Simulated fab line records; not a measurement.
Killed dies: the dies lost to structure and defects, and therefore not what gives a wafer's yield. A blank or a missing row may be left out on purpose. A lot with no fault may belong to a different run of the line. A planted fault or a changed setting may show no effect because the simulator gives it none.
Which of the tools did it? | flow nand harc | 24 lots with 72 wafers sampled at 6 steps, on a route of 1302 steps

WHAT EACH GAUGE READ, for each wafer
NHARC_P_M0_INSPECT_11.
lot  | measured     | on                | raw defect count
L074 | day 6 06:01  | defect inspect-01 | 7 7 4
L075 | day 6 12:26  | defect inspect-02 | 10 6 5
L076 | day 6 22:11  | defect inspect-02 | 2 1 2
L077 | day 7 08:25  | defect inspect-01 | 1 2 3
L079 | day 7 21:49  | defect inspect-02 | 0 7 4
L078 | day 7 22:29  | defect inspect-02 | 3 2 5
L080 | day 8 21:02  | defect inspect-02 | 1 3 5
L081 | day 9 06:51  | defect inspect-01 | 6 7 5
L082 | day 9 09:07  | defect inspect-01 | 1 2 7
L083 | day 9 22:29  | defect inspect-02 | 2 5 5
L084 | day 10 13:41 | defect inspect-02 | 6 6 6
L085 | day 10 20:10 | defect inspect-02 | 6 2 4
L086 | day 11 09:36 | defect inspect-02 | 3 5 4
L088 | day 12 06:33 | defect inspect-02 | 7 3 2
L087 | day 12 07:49 | defect inspect-01 | 7 3 7
L090 | day 13 02:05 | defect inspect-01 | 2 10 6
L089 | day 13 03:02 | defect inspect-01 | 5 4 3
L091 | day 13 05:25 | defect inspect-01 | 3 3 2
L092 | day 13 12:34 | defect inspect-01 | 3 5 5
L093 | day 14 14:08 | defect inspect-01 | 4 4 2
L094 | day 14 14:38 | defect inspect-01 | 4 2 7
L095 | day 14 20:17 | defect inspect-02 | 6 3 4
L096 | day 15 07:35 | defect inspect-01 | 4 6 6
L097 | day 15 22:50 | defect inspect-02 | 6 5 0

NHARC_P_M0_THK_MEAS_24: measures by xrf.
lot  | measured     | on            | thk nm (nm)
L074 | day 6 08:23  | film metro-02 | 118.0 118.6 117.1
L075 | day 6 14:49  | film metro-01 | 120.9 118.2 116.4
L076 | day 7 00:37  | film metro-02 | 119.0 119.4 118.1
L077 | day 7 10:52  | film metro-02 | 119.9 117.9 119.6
L079 | day 8 00:18  | film metro-02 | 119.0 118.4 117.8
L078 | day 8 01:00  | film metro-01 | 118.2 117.9 119.6
L080 | day 8 23:25  | film metro-01 | 117.2 118.1 116.8
L081 | day 9 09:19  | film metro-02 | 119.5 117.4 120.7
L082 | day 9 11:32  | film metro-02 | 115.3 119.0 118.8
L083 | day 10 00:53 | film metro-01 | 117.2 116.4 118.5
L084 | day 10 16:04 | film metro-02 | 118.1 115.9 117.8
L085 | day 10 22:35 | film metro-01 | 115.5 115.5 116.6
L086 | day 11 12:05 | film metro-02 | 115.7 115.7 116.9
L088 | day 12 09:17 | film metro-01 | 118.0 118.8 116.9
L087 | day 12 10:22 | film metro-01 | 117.3 116.4 118.1
L090 | day 13 04:28 | film metro-02 | 116.8 118.2 117.2
L089 | day 13 05:25 | film metro-01 | 117.3 118.0 116.0
L091 | day 13 07:48 | film metro-02 | 116.6 117.8 118.6
L092 | day 13 14:56 | film metro-02 | 114.9 117.2 115.8
L093 | day 14 16:38 | film metro-02 | 117.7 115.9 117.3
L094 | day 14 17:10 | film metro-02 | 119.3 117.3 117.6
L095 | day 14 22:39 | film metro-01 | 115.6 118.5 117.6
L096 | day 15 10:28 | film metro-02 | 118.4 117.4 114.3
L097 | day 16 01:13 | film metro-02 | 118.0 115.2 117.6

NHARC_P_M1_OVL_MEAS_10: pitch 260 nm.
lot  | measured     | on         | overlay x nm (nm) | overlay y nm (nm)
L074 | day 6 10:02  | overlay-01 | 0.1 0.9 0.4       | -0.6 -1.2 -0.5
L075 | day 6 16:26  | overlay-01 | -0.1 -0.5 -0.1    | 0.2 0.5 0.7
L076 | day 7 02:14  | overlay-02 | -1.0 -1.1 -0.8    | 0.3 0.6 0.3
L077 | day 7 12:31  | overlay-01 | -0.2 0.6 -0.1     | 0.4 -0.1 0.5
L079 | day 8 01:56  | overlay-02 | -1.6 -1.5 -1.2    | 1.3 0.9 0.9
L078 | day 8 02:38  | overlay-02 | -0.3 0.0 0.2      | -1.9 -1.8 -1.6
L080 | day 9 01:13  | overlay-01 | 0.4 0.8 0.8       | -1.2 -0.7 -0.7
L081 | day 9 10:57  | overlay-02 | -0.9 0.4 -0.4     | 0.5 0.7 0.0
L082 | day 9 13:10  | overlay-01 | 0.7 0.5 0.7       | 0.4 -0.3 0.5
L083 | day 10 02:32 | overlay-02 | 0.1 0.4 0.3       | 0.1 0.0 0.0
L084 | day 10 17:46 | overlay-02 | -0.5 -1.0 -0.5    | -0.4 -0.1 -0.3
L085 | day 11 00:15 | overlay-02 | 1.6 1.0 1.6       | 0.8 0.8 0.6
L086 | day 11 13:36 | overlay-01 | -0.7 -0.4 -0.2    | 0.3 0.5 1.0
L088 | day 12 10:55 | overlay-01 | -1.2 -1.1 -1.1    | 0.0 -0.9 -0.7
L087 | day 12 11:58 | overlay-01 | 0.1 0.3 0.4       | -0.2 -0.4 -0.2
L090 | day 13 06:07 | overlay-01 | -1.7 -1.5 -1.8    | 0.4 0.6 0.6
L089 | day 13 07:04 | overlay-02 | 0.9 1.2 0.7       | 0.4 -0.2 0.0
L091 | day 13 09:43 | overlay-02 | -2.4 -2.0 -1.8    | 0.2 0.4 0.7
L092 | day 13 16:28 | overlay-02 | -0.6 -0.4 -1.1    | 0.0 0.7 -0.4
L093 | day 14 18:17 | overlay-01 | -1.5 -1.2 -0.9    | 1.3 1.5 1.9
L094 | day 14 18:49 | overlay-01 | -1.8 -0.8 -0.7    | 0.1 0.3 0.2
L095 | day 15 00:19 | overlay-01 | -1.0 -0.4 -0.6    | 0.7 0.1 1.0
L096 | day 15 12:07 | overlay-01 | -0.5 0.2 0.4      | -0.9 -1.1 -0.5
L097 | day 16 02:44 | overlay-01 | -0.1 0.0 -0.3     | -0.1 -0.7 -0.2

WHICH TOOL RAN EACH LOT (tool, then ch and the chambers of the sampled wafers, then the start)
lot  | NHARC_P_M0_ETCH_15                            | NHARC_P_M0_DEGAS_28          | NHARC_P_M0_ANNEAL_30
L074 | rie diel-09 ch 0,1, day 6 07:00 or earlier    | pvd sputter-03, day 6 07:00  | rtp anneal-01 ch 0, day 6 07:44
L075 | rie diel-09 ch 0,1,3, day 6 13:25 or earlier  | pvd sputter-01, day 6 13:25  | rtp anneal-01 ch 0, day 6 14:15
L076 | rie diel-09 ch 0,1,3, day 6 23:12 or earlier  | pvd sputter-03, day 6 23:12  | rtp anneal-01 ch 0, day 6 23:56
L077 | rie diel-09 ch 2,3, day 7 09:24 or earlier    | pvd sputter-03, day 7 09:24  | rtp anneal-01 ch 0, day 7 10:16
L079 | rie diel-09 ch 1,2,3, day 7 22:49 or earlier  | pvd sputter-01, day 7 22:49  | rtp anneal-02 ch 0, day 7 23:44
L078 | rie diel-09 ch 0,2, day 7 23:36 or earlier    | pvd sputter-03, day 7 23:36  | rtp anneal-01 ch 0, day 8 00:23
L080 | rie diel-09 ch 0,2,3, day 8 22:02 or earlier  | pvd sputter-03, day 8 22:02  | rtp anneal-02 ch 0, day 8 22:52
L081 | rie diel-09 ch 2,3, day 9 07:56 or earlier    | pvd sputter-01, day 9 07:56  | rtp anneal-01 ch 0, day 9 08:40
L082 | rie diel-11 ch 0,2,3, day 9 10:08 or earlier  | pvd sputter-01, day 9 10:08  | rtp anneal-01 ch 0, day 9 10:52
L083 | rie diel-08 ch 1,2, day 9 23:31 or earlier    | pvd sputter-02, day 9 23:31  | rtp anneal-01 ch 0, day 10 00:14
L084 | rie diel-08 ch 0,3, day 10 14:41 or earlier   | pvd sputter-03, day 10 14:41 | rtp anneal-01 ch 0, day 10 15:25
L085 | rie diel-08 ch 0,1,3, day 10 21:13 or earlier | pvd sputter-02, day 10 21:13 | rtp anneal-02 ch 0, day 10 21:56
L086 | rie diel-08 ch 0,2,3, day 11 10:41 or earlier | pvd sputter-02, day 11 10:41 | rtp anneal-01 ch 0, day 11 11:25
L088 | rie diel-11 ch 0,1, day 12 07:54 or earlier   | pvd sputter-02, day 12 07:54 | rtp anneal-02 ch 0, day 12 08:38
L087 | rie diel-11 ch 1,2,3, day 12 08:58 or earlier | pvd sputter-01, day 12 08:58 | rtp anneal-02 ch 0, day 12 09:41
L090 | rie diel-09 ch 1,2,3, day 13 03:05 or earlier | pvd sputter-01, day 13 03:05 | rtp anneal-02 ch 0, day 13 03:49
L089 | rie diel-09 ch 0,3, day 13 04:02 or earlier   | pvd sputter-01, day 13 04:02 | rtp anneal-02 ch 0, day 13 04:52
L091 | rie diel-11 ch 1,2, day 13 06:25 or earlier   | pvd sputter-03, day 13 06:25 | rtp anneal-02 ch 0, day 13 07:08
L092 | rie diel-11 ch 0,1,3, day 13 13:32 or earlier | pvd sputter-02, day 13 13:32 | rtp anneal-01 ch 0, day 13 14:17
L093 | rie diel-08 ch 1,3, day 14 15:14 or earlier   | pvd sputter-03, day 14 15:14 | rtp anneal-02 ch 0, day 14 16:02
L094 | rie diel-08 ch 0,2,3, day 14 15:47 or earlier | pvd sputter-01, day 14 15:47 | rtp anneal-01 ch 0, day 14 16:31
L095 | rie diel-09 ch 0,1,3, day 14 21:16 or earlier | pvd sputter-01, day 14 21:16 | rtp anneal-02 ch 0, day 14 21:59
L096 | rie diel-08 ch 0,2,3, day 15 09:04 or earlier | pvd sputter-01, day 15 09:04 | rtp anneal-02 ch 0, day 15 09:48
L097 | rie diel-09 ch 1,2,3, day 15 23:49 or earlier | pvd sputter-02, day 15 23:49 | rtp anneal-02 ch 0, day 16 00:34
- NHARC_P_M0_ETCH_15: etches the open film in C4F8/Ar, target depth 150 nm, overetch 15 nm, time 82.5 s.
- NHARC_P_M0_DEGAS_28: time 60 s.
- NHARC_P_M0_ANNEAL_30: time 90 s.

WHAT THE TOOLS THEMSELVES READ (means of the sampled wafers that have a number; where no wafer has one, the mark that the record gives instead)
NHARC_P_M0_ETCH_15.
lot  | tool        | oes product au (a.u.) | rf vpp V (V)
L074 | rie diel-09 | 0.967                 | 443
L075 | rie diel-09 | 0.963                 | 442
L076 | rie diel-09 | 0.967                 | 440
L077 | rie diel-09 | 0.968                 | 437
L079 | rie diel-09 | 0.947                 | 439
L078 | rie diel-09 | 0.947                 | 439
L080 | rie diel-09 | 0.966                 | 441
L081 | rie diel-09 | 0.959                 | 440
L082 | rie diel-11 | 0.963                 | 441
L083 | rie diel-08 | 0.971                 | 441
L084 | rie diel-08 | 0.978                 | 442
L085 | rie diel-08 | 0.970                 | 441
L086 | rie diel-08 | 0.928                 | 442
L088 | rie diel-11 | 0.926                 | 439
L087 | rie diel-11 | 0.957                 | 441
L090 | rie diel-09 | 0.966                 | 438
L089 | rie diel-09 | 0.959                 | 442
L091 | rie diel-11 | 0.933                 | 439
L092 | rie diel-11 | 0.967                 | 440
L093 | rie diel-08 | 0.943                 | 442
L094 | rie diel-08 | 0.925                 | 441
L095 | rie diel-09 | 0.979                 | 441
L096 | rie diel-08 | 0.924                 | 441
L097 | rie diel-09 | 0.967                 | 438

NHARC_P_M0_DEGAS_28.
lot  | tool           | heater power w (W)
L074 | pvd sputter-03 | 358
L075 | pvd sputter-01 | 347
L076 | pvd sputter-03 | 357
L077 | pvd sputter-03 | 312
L079 | pvd sputter-01 | 322
L078 | pvd sputter-03 | 346
L080 | pvd sputter-03 | 371
L081 | pvd sputter-01 | 338
L082 | pvd sputter-01 | 296
L083 | pvd sputter-02 | 343
L084 | pvd sputter-03 | 356
L085 | pvd sputter-02 | 323
L086 | pvd sputter-02 | 321
L088 | pvd sputter-02 | 299
L087 | pvd sputter-01 | 331
L090 | pvd sputter-01 | 319
L089 | pvd sputter-01 | 310
L091 | pvd sputter-03 | 357
L092 | pvd sputter-02 | 321
L093 | pvd sputter-03 | 334
L094 | pvd sputter-01 | 338
L095 | pvd sputter-01 | 338
L096 | pvd sputter-01 | 305
L097 | pvd sputter-02 | 316

NHARC_P_M0_ANNEAL_30.
lot  | tool          | wafer_temp_C_max
L074 | rtp anneal-01 | 225.66
L075 | rtp anneal-01 | 225.56
L076 | rtp anneal-01 | 225.67
L077 | rtp anneal-01 | 225.53
L079 | rtp anneal-02 | 225.98
L078 | rtp anneal-01 | 225.61
L080 | rtp anneal-02 | 225.83
L081 | rtp anneal-01 | 225.56
L082 | rtp anneal-01 | 225.40
L083 | rtp anneal-01 | 225.63
L084 | rtp anneal-01 | 225.85
L085 | rtp anneal-02 | 225.68
L086 | rtp anneal-01 | 225.64
L088 | rtp anneal-02 | 225.66
L087 | rtp anneal-02 | 225.90
L090 | rtp anneal-02 | 225.97
L089 | rtp anneal-02 | 225.84
L091 | rtp anneal-02 | 225.69
L092 | rtp anneal-01 | 225.80
L093 | rtp anneal-02 | 225.81
L094 | rtp anneal-01 | 225.65
L095 | rtp anneal-02 | 225.81
L096 | rtp anneal-02 | 225.53
L097 | rtp anneal-02 | 225.71

THE ANSWER, worked out from the rows above alone
Rule: the lots themselves supply what counts as usual. Put in order of their means at a reading, lots are off if they are a third of the lots or fewer, leave a main group of 4 or more, and stand apart from it by a gap of 3 or more times the standard deviation of the main group's means; of several such gaps the widest counts. If all means in a main group match to the digits the tables above print for the reading, that group is not used. Also off: a lot with no number at a reading for which 4 or more lots have one. Where the step has rows for the other lots, those lots are counted as sound. Order of review: gauges by route order, followed by the tools' own readings, for which a lot's mean as printed above is used. The first step at which some lot is off is used, and at that step the reading that is off furthest; a lot without a number counts as furthest.
Nothing can be told from this: no lot is off at any reading shown.

WHAT THE SIMULATOR HAD INSERTED
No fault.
